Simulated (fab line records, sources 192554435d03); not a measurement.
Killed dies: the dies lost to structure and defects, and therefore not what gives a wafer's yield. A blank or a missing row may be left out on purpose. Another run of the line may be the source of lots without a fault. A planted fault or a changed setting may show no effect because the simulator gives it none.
Matching of chambers / flow n5 finfet / ald metal-01 running N5_BEOL_M10_ALD_74: 4 sister chambers
The step deposits TaN, target thk 2 nm, pulse time 2 s, purge time 3 s. 4 wafers are shown with their chamber, then 10 later ones without.

== WAFERS PAIRED WITH THEIR CHAMBERS ==
wafer=L091.4; chamber=0; heater power outer w (W)=205
wafer=L091.5; chamber=1; heater power outer w (W)=190
wafer=L090.1; chamber=2; heater power outer w (W)=173
wafer=L090.2; chamber=3; heater power outer w (W)=237

== WAFERS WITH NO CHAMBER GIVEN ==
wafer=L090.6; heater power outer w (W)=201
wafer=L093.3; heater power outer w (W)=186
wafer=L093.5; heater power outer w (W)=172
wafer=L093.6; heater power outer w (W)=194
wafer=L096.1; heater power outer w (W)=195
wafer=L096.2; heater power outer w (W)=211
wafer=L096.4; heater power outer w (W)=240
wafer=L097.3; heater power outer w (W)=174
wafer=L097.5; heater power outer w (W)=209
wafer=L097.6; heater power outer w (W)=193

== CHAMBER TAKEN BY EACH ==
wafer=L090.6; from the rows above=can't be placed: 0 or 1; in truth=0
wafer=L093.3; from the rows above=1; in truth=1
wafer=L093.5; from the rows above=2; in truth=2
wafer=L093.6; from the rows above=can't be placed: 1 or 0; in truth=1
wafer=L096.1; from the rows above=can't be placed: 1 or 0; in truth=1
wafer=L096.2; from the rows above=0; in truth=0
wafer=L096.4; from the rows above=3; in truth=3
wafer=L097.3; from the rows above=2; in truth=2
wafer=L097.5; from the rows above=0; in truth=0
wafer=L097.6; from the rows above=1; in truth=1
7 of 10 placed correctly. These rows do not allow placing 3 (true chamber among the candidates in 3). 0 placed wrongly.
How it was worked out, from the rows above alone: a wafer's distance from a chamber is the root of the sum, over the readings, of the square of ((its reading less the chamber's mean) divided by the reading's scatter). If the next closest chamber is less than 2 further off than the closest, the wafer can't be placed; otherwise it belongs to the closest. Each chamber's mean is taken over the wafers shown for it. The scatter: root of mean squared gap, hidden wafer to nearest shown wafer, with one shown wafer a chamber.
